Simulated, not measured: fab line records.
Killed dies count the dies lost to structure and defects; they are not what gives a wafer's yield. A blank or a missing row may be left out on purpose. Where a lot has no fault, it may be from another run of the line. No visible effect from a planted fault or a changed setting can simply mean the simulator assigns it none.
fab line records	flow n5-finfet
record lots=8	wafers=22	last-day=20
route steps=1938 shown MOL_CONTACT_COAG@607 BEOL_M0_SAQP@636 BEOL_M4@1111
lots with no fault: from the same line, run without faults
start-h: the number of hours between the record's first day and the start of the first shown wafer of the lot	wait-h: hours elapsed since this lot's preceding step	" repeats the value in the row above	L1.1+2: several wafers, shown together as one row	- either no value or no given start	* or withheld: withheld	< > ~ a bound
route shown NAME@n: names a module that has steps shown in the file, with the first one's number in the route	usual: average and standard deviation across the fault-free wafers	same: alike in all rows	chamber/n: place in a boat	sites: readings site by site	_std_site: the values' standard deviation	_edge_site: the outer-site mean with the inner-site mean subtracted	radius-mm: how far each site lies from the wafer's centre	mask NAME#n: copy n	behind: the most recent tool/chamber to have shaped the wafer	hold: the reason the lot was held/the length of the hold in hours/how it ended	device: transistor that didn't switch, given as n, p or np	end of line: at the end of the route, the tests of the same wafers	a step given without rows: its recipe and nothing more	killed: dies that structure and defects cost at the first sort, which is not the same as the wafer's yield	map: per-die view of a wafer (x killed, . not killed, _ where there is no die)
set.NAME: the setting the step ran with; set.NAME@STEP: the setting that earlier step ran with	model.NAME: the simulator's own value behind a step, which no gauge read
a sample of lots followed through the steps of the route, with each step as a table and each wafer as a row
services: when a tool's chamber went out of use (start-h, in hours from the record's first day, below 0 if earlier), for how many hours, and the reason
## steps
# step N5_MOL_CONTACT_COAG_ETCH_66
# recipe chemistry=CF4	target=SiARC	target-depth-a=130	mask-material=CAR-EUV	time-s=21.7	ion-energy-ev=80	pressure-mtorr=40	source-w=545	bias-w=36	Ar_flow_sccm=100	cf4-flow-sccm=100	ends=cleared
# usual drypump-motor-current-A=5.7/0.42	etch-rf-on-time-s=21.7/0.31	oes-product-au=0.68/0.087	rf-vpp-V=184.4/1.3	showerhead-plenum-p-Torr=2.16/0.078	throttle-valve-pct=15.66/0.17
lot.wafer	tool	chamber	start-h	wait-h	drypump-motor-current-A	etch-rf-on-time-s	oes-product-au	rf-hours-counter-h	rf-vpp-V	showerhead-plenum-p-Torr	throttle-valve-pct
L614.2	rie-diel-04	0	111.15	0.0	6.1	21.6	0.59	235	181.8	2.03	15.85
L614.4	"	1	"	"	5.5	21.7	0.82	16	184.2	2.10	15.61
L614.5	"	0	"	"	6.1	21.6	0.60	-	183.3	2.03	15.84
L618.1	rie-diel-02	1	132.54	0.0	5.7	21.7	0.65	149	185.1	2.23	15.59
L618.3	"	0	"	"	5.6	21.7	0.63	178	182.9	2.05	15.57
L618.4	"	2	"	"	5.6	21.5	0.70	79	184.8	2.25	15.63
L619.3	rie-diel-04	0	135.27	0.0	6.1	21.8	0.59	243	183.8	2.03	15.87
L619.4	"	2	"	"	5.2	21.7	0.61	194	182.8	2.13	15.73
L619.5	"	2	"	"	5.1	21.9	0.61	-	185.4	2.13	15.74
L623.4	rie-diel-04	2	161.06	0.0	5.1	21.9	0.60	-	183.5	2.12	15.76
L623.5	"	3	"	"	5.1	21.7	0.60	-	184.2	2.20	15.80
L623.6	"	1	"	"	5.6	21.7	0.78	-	183.4	2.09	15.66
L625.3	rie-diel-02	3	173.73	0.0	5.6	22.4	0.65	144	181.1	2.06	15.76
L625.5	"	1	"	"	5.7	22.0	0.63	-	184.4	2.22	15.63
L629.3	rie-diel-05	3	196.49	0.0	6.6	21.7	0.60	198	183.8	2.21	15.79
L629.5	"	0	"	"	6.3	21.6	0.77	-	183.8	2.18	15.44
L634.4	rie-diel-04	1	224.36	0.0	5.6	21.9	0.74	-	183.5	2.08	15.70
L634.5	"	0	"	"	6.1	21.2	0.80	-	185.2	2.27	15.44
L634.6	"	2	"	"	5.2	22.1	0.59	-	184.2	2.12	15.79
L636.3	rie-diel-02	1	242.66	0.0	5.8	21.9	0.63	187	185.0	2.21	15.67
L636.4	"	0	"	"	5.6	22.1	0.59	214	183.3	2.04	15.63
L636.5	"	3	"	"	5.6	22.6	0.63	-	182.7	2.05	15.80
# step N5_MOL_CONTACT_COAG_ETCH_67
# recipe chemistry=N2/H2	target=SOC	target-depth-a=600	overetch-a=210	mask-material=SiARC	temp-c=40	time-s=101.2	ion-energy-ev=200	pressure-mtorr=30	source-w=840	bias-w=150	n2-flow-sccm=200	h2-flow-sccm=200
# usual drypump-motor-current-A=5.8/0.41	h2-flow-sccm=199.9/0.62	oes-product-au=0.65/0.073	rf-vpp-V=524.8/3	showerhead-plenum-p-Torr=2.58/0.1	throttle-valve-pct=17.93/0.14
lot.wafer	tool	chamber	start-h	wait-h	drypump-motor-current-A	h2-flow-sccm	oes-product-au	rf-hours-counter-h	rf-vpp-V	showerhead-plenum-p-Torr	throttle-valve-pct
L614.2	rie-diel-02	2	111.46	0.0	5.7	199.3	0.69	73	527.9	2.69	17.98
L614.4	"	1	"	"	5.7	200.1	0.64	142	526.3	2.65	17.79
L614.5	"	1	"	"	5.8	201.5	0.64	-	528.1	2.65	17.78
L618.1	rie-diel-05	2	132.84	0.0	5.8	200.2	0.60	209	526.5	2.62	18.11
L618.3	"	1	"	"	5.4	200.3	0.57	240	520.3	2.41	18.11
L618.4	"	3	"	"	6.5	200.7	0.61	-	526.0	2.63	17.89
L619.3	rie-diel-05	2	135.57	0.0	5.8	200.4	0.60	210	526.6	2.62	18.11
L619.4	"	3	"	"	6.7	200.2	0.61	-	525.7	2.63	17.89
L619.5	"	1	"	"	5.4	200.0	0.57	-	519.5	2.41	18.12
L623.4	rie-diel-02	3	161.39	0.0	5.6	199.8	0.65	140	520.2	2.44	17.99
L623.5	"	1	"	"	5.8	198.5	0.63	-	527.0	2.64	17.80
L623.6	"	0	"	"	5.6	200.2	0.61	-	520.9	2.43	17.74
L625.3	rie-diel-04	1	174.16	0.0	5.5	199.5	0.75	40	521.7	2.48	17.94
L625.5	"	1	"	"	5.6	199.2	0.76	-	521.9	2.48	17.95
L629.3	rie-diel-04	2	196.78	0.0	5.2	198.9	0.59	219	524.0	2.50	17.84
L629.5	"	2	"	"	5.2	198.8	0.59	-	521.8	2.50	17.85
L634.4	rie-diel-05	0	226.29	0.0	6.3	200.3	0.74	34	526.6	2.60	17.88
L634.5	"	3	"	"	6.6	199.9	0.59	-	525.7	2.62	17.95
L634.6	"	0	"	"	6.3	200.5	0.75	-	524.9	2.60	17.88
L636.3	rie-diel-02	1	243.04	0.0	5.8	199.2	0.62	187	525.0	2.63	17.85
L636.4	"	2	"	"	5.7	199.3	0.66	117	527.2	2.67	18.03
L636.5	"	1	"	"	5.8	200.1	0.61	-	526.8	2.63	17.86
# step N5_BEOL_M0_SAQP_PECVD_96
# recipe material=a-Si	target-thk-a=450	temp-c=350	precursor=SiH4/He	pressure-torr=3	rf-w=100	time-s=45.2
# usual chamber-pressure-Torr=3.000/0.0068	heater-power-w=581/57	run-length-s=81.2/0.54	showerhead-plenum-p-Torr=5.66/0.041	susceptor-temp-C=350.00/0.21	throttle-valve-pct=18.0/0.56
lot.wafer	tool	chamber	start-h	wait-h	chamber-pressure-Torr	heater-power-w	run-length-s	showerhead-plenum-p-Torr	susceptor-temp-C	throttle-valve-pct
L614.2	pecvd-04	1	117.02	0.0	2.999	508	82.1	5.72	350.09	17.3
L614.4	"	2	"	"	3.000	564	80.9	5.63	349.86	18.0
L614.5	"	0	"	"	3.006	605	80.8	5.60	349.77	18.5
L618.1	pecvd-01	1	139.37	0.0	2.999	639	81.7	5.74	349.85	18.2
L618.3	"	1	"	"	3.009	648	81.5	5.72	349.68	18.3
L618.4	"	2	"	"	3.004	685	82.0	5.68	350.12	16.6
L619.3	pecvd-04	2	142.66	0.0	3.004	567	80.8	5.63	350.04	18.0
L619.4	"	1	"	"	3.002	573	81.5	5.72	350.25	17.3
L619.5	"	0	"	"	2.996	600	80.4	5.59	349.65	18.7
L623.4	pecvd-04	0	170.24	0.0	3.005	594	80.5	5.60	350.05	18.8
L623.5	"	2	"	"	2.986	563	80.8	5.64	350.09	18.0
L623.6	"	1	"	"	2.994	575	81.7	5.71	349.87	17.6
L625.3	pecvd-04	2	179.93	0.0	2.992	512	80.5	5.63	350.02	18.0
L625.5	"	1	"	"	2.993	556	71.0	5.70	-	17.3
L629.3	pecvd-04	1	203.42	0.0	2.999	527	81.8	5.73	349.69	17.6
L629.5	"	2	"	"	3.015	490	69.5	5.65	-	18.1
L634.4	pecvd-02	0	231.22	0.0	2.999	604	81.7	5.70	349.59	18.7
L634.5	"	2	"	"	2.995	566	81.3	5.63	350.16	17.8
L634.6	"	1	"	"	3.009	575	81.1	5.66	350.15	17.5
L636.3	pecvd-02	1	249.33	0.0	3.008	558	81.0	5.63	349.99	17.7
L636.4	"	2	"	"	3.010	604	81.5	5.63	350.15	17.6
L636.5	"	0	"	"	3.000	629	81.0	5.69	350.02	18.6
# step N5_BEOL_M0_SAQP_CD_MEAS_14
# recipe target-cd-nm=42.5	landing-energy-ev=500	detector=se-inlens
# usual cd-nm=42.5/0.3
# same landing-energy-ev=500
lot.wafer	tool	chamber	start-h	wait-h	cd-nm
L614.2	cd-sem-02	0	117.68	-	42.5
L614.4	"	0	"	"	42.4
L614.5	"	0	"	"	42.0
L618.1	cd-sem-03	0	139.98	-	42.9
L618.3	"	0	"	"	42.6
L618.4	"	0	"	"	42.6
L619.3	cd-sem-02	0	143.34	-	42.1
L619.4	"	0	"	"	42.3
L619.5	"	0	"	"	42.1
L623.4	cd-sem-01	0	170.75	-	43.3
L623.5	"	0	"	"	42.9
L623.6	"	0	"	"	42.7
L625.3	cd-sem-02	0	180.50	-	42.5
L625.5	"	0	"	"	42.5
L629.3	cd-sem-01	0	204.09	-	42.4
L629.5	"	0	"	"	42.6
L634.4	cd-sem-01	0	231.74	-	42.4
L634.5	"	0	"	"	42.5
L634.6	"	0	"	"	42.4
L636.3	cd-sem-03	0	249.87	-	42.7
L636.4	"	0	"	"	42.8
L636.5	"	0	"	"	42.5
# step N5_BEOL_M0_SAQP_MANDREL_ETCH_103
# recipe chemistry=HBr/Cl2	target=a-Si	target-depth-a=450	bt-time-s=10	stop-on=SiCN	mask-material=SiO2	over-etch-frac=0.8	time-s=27	pressure-mtorr=10	icp-w=800	bias-w=75	HBr_flow_sccm=150	Cl2_flow_sccm=80	ends=end-point
# usual drypump-motor-current-A=5.7/0.42	oes-product-au=0.684/0.013	throttle-valve-pct=35.25/0.23
# same bt-time-s=10
lot.wafer	tool	chamber	start-h	wait-h	drypump-motor-current-A	oes-product-au	rf-hours-counter-h	throttle-valve-pct
L614.2	rie-si-02	0	119.74	0.0	5.7	0.680	99	35.47
L614.4	"	3	"	"	4.9	0.681	27	35.38
L614.5	"	2	"	"	5.9	0.699	-	34.95
L618.1	rie-si-04	0	141.81	0.0	5.3	0.688	9	35.14
L618.3	"	2	"	"	5.0	0.695	83	35.36
L618.4	"	1	"	"	6.2	0.696	115	35.04
L619.3	rie-si-02	0	145.72	0.0	5.7	0.677	99	35.47
L619.4	"	3	"	"	4.8	0.691	28	35.37
L619.5	"	3	"	"	4.8	0.688	-	35.38
L623.4	rie-si-02	2	172.68	0.0	6.0	0.682	172	34.95
L623.5	"	0	"	"	5.8	0.680	-	35.49
L623.6	"	1	"	"	5.4	0.699	-	35.05
L625.3	rie-si-02	0	182.36	0.0	5.7	0.677	100	35.49
L625.5	"	1	"	"	5.4	0.607	-	35.27
L629.3	rie-si-06	1	205.91	0.0	6.1	0.680	52	35.32
L629.5	"	1	"	"	6.1	0.585	-	35.52
L634.4	rie-si-06	2	233.56	0.0	6.1	0.673	90	34.86
L634.5	"	2	"	"	6.2	0.665	-	34.88
L634.6	"	3	"	"	5.9	0.700	-	35.34
L636.3	rie-si-06	0	252.25	0.0	5.6	0.671	63	35.60
L636.4	"	1	"	"	6.1	0.684	53	35.30
L636.5	"	0	"	"	5.6	0.668	-	35.59
# step N5_BEOL_M4_RC_MEAS_101
# usual DIBL_N=36.3/1.1	DIBL_P=36.3/1.4	IOFF_N=0.155/0.019	IOFF_P=0.211/0.027	ION_N=672/8.5	ION_P=462/5.8	SS_N=71.5/0.56	SS_P=73.3/0.52	VT_N=249.9/2.5	VT_P=-249.8/2.8
lot.wafer	tool	chamber	start-h	wait-h	DIBL_N[mV/V]	DIBL_P[mV/V]	IOFF_N[nA/um]	IOFF_P[nA/um]	ION_N[uA/um]	ION_P[uA/um]	SS_N[mV/dec]	SS_P[mV/dec]	VT_N[mV]	VT_P[mV]
L614.2	prober-01	0	210.19	0.2	37.5	38.2	0.185	0.238	676	460	71.3	74.3	247.9	-248.6
L614.4	"	0	"	"	37.8	39.5	0.200	0.248	675	459	73.1	74.2	245.3	-248.1
L614.5	"	0	"	"	35.0	35.7	0.143	0.190	670	463	71.3	73.0	250.0	-251.1
L618.1	prober-01	0	250.22	0.0	36.3	36.4	0.166	0.199	684	462	71.2	73.6	248.7	-252.6
L618.3	"	0	"	"	34.8	33.7	0.135	0.167	677	463	71.3	72.6	252.9	-251.8
L618.4	"	0	"	"	36.3	35.6	0.171	0.199	691	465	71.8	73.6	248.2	-250.2
L619.3	prober-01	0	257.20	0.3	38.0	36.8	0.165	0.207	667	454	71.7	73.4	248.1	-253.2
L619.4	"	0	"	"	37.0	36.1	0.151	0.196	676	456	70.8	72.4	249.1	-252.9
L619.5	"	0	"	"	37.8	36.5	0.166	0.200	680	455	71.3	73.5	249.3	-253.1
L623.4	prober-02	0	322.57	0.5	36.8	35.7	0.137	0.201	677	467	70.4	72.5	250.5	-250.7
L623.5	"	0	"	"	37.9	37.1	0.163	0.222	675	468	71.6	73.2	249.0	-246.1
L623.6	"	0	"	"	37.7	37.4	0.156	0.216	672	461	71.7	74.0	248.3	-251.8
L625.3	prober-01	0	335.78	0.3	34.7	33.6	0.137	0.184	666	458	70.4	72.8	250.3	-251.3
L625.5	"	0	"	"	36.8	35.7	0.175	0.211	667	453	71.2	73.8	248.7	-250.6
L629.3	prober-01	0	351.59	0.3	35.4	36.2	0.143	0.196	665	461	71.9	73.2	253.8	-252.5
L629.5	"	0	"	"	35.7	37.6	0.146	0.219	669	463	71.4	73.5	252.3	-248.9
L636.3	prober-02	0	364.69	0.3	37.2	36.6	0.171	0.241	678	467	72.2	73.7	251.6	-246.2
L636.4	"	0	"	"	38.7	36.8	0.196	0.250	671	461	72.8	73.2	246.3	-246.9
L636.5	"	0	"	"	37.2	35.6	0.161	0.223	674	464	71.9	73.3	247.5	-249.5
L634.4	prober-01	0	368.66	0.5	34.9	37.6	0.168	0.241	668	470	70.4	73.3	247.3	-247.3
L634.5	"	0	"	"	34.3	36.8	0.150	0.235	673	472	71.7	73.1	249.5	-244.4
L634.6	"	0	"	"	34.9	36.6	0.157	0.232	665	465	71.8	72.6	251.7	-248.7
## services
tool	chamber	start-h	hours	kind
rie-si-06	0	89.30	10.1	repair
rie-si-06	3	95.45	8.2	repair
rie-si-04	3	102.90	8.9	repair
rie-diel-05	1	126.71	2.8	repair
pecvd-02	-	135.57	2.8	pm
rie-diel-05	2	144.20	3.8	repair
pecvd-02	-	146.48	1.5	repair
rie-diel-04	0	157.01	-	clean
rie-diel-04	0	157.01	-	consumable-replace:focus-ring
rie-diel-04	0	157.01	-	consumable-replace:showerhead
rie-diel-04	0	157.01	20.0	scheduled-down
rie-diel-04	0	157.01	20.0	vent-cycle
pecvd-01	-	162.13	6.0	pm
pecvd-01	2	172.07	17.2	repair
rie-diel-05	-	172.97	2.8	pm
pecvd-01	-	178.09	0.9	repair
rie-si-06	0	180.07	11.6	repair
rie-si-06	2	193.58	4.4	repair
pecvd-04	-	210.50	0.8	pm
rie-diel-04	3	212.32	-	clean
rie-diel-04	3	212.32	-	consumable-replace:focus-ring
rie-si-02	-	237.49	2.8	pm
rie-diel-02	-	238.40	0.2	repair
rie-diel-02	0	251.28	2.0	repair
## key
first-sign step=N5_BEOL_M0_SAQP_PECVD_96	reading=run-length-s	direction=down	sigmas=20	usual=*	struck=*
effect step=N5_BEOL_M0_SAQP_MANDREL_ETCH_103	reading=oes-product-au	direction=down	sigmas=6.9	usual=0.684	struck=0.596
met-at N5_BEOL_M0_SAQP_PECVD_96
struck-lots L625,L629
struck-wafers L625.5,L629.5
not-acting-at N5_MOL_CONTACT_COAG_ETCH_66,N5_MOL_CONTACT_COAG_ETCH_67,N5_BEOL_M0_SAQP_CD_MEAS_14
onset-between 170.24 179.93
fault kind=process-parameter-drift	tool=pecvd-04	chamber=-	onset-h=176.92	steps=N5_BEOL_M0_SAQP_PECVD_96	channel=time-s	offset=*	shape=step	end-h=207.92	scope=struck-wafers-only	acts-in=*	stated=*
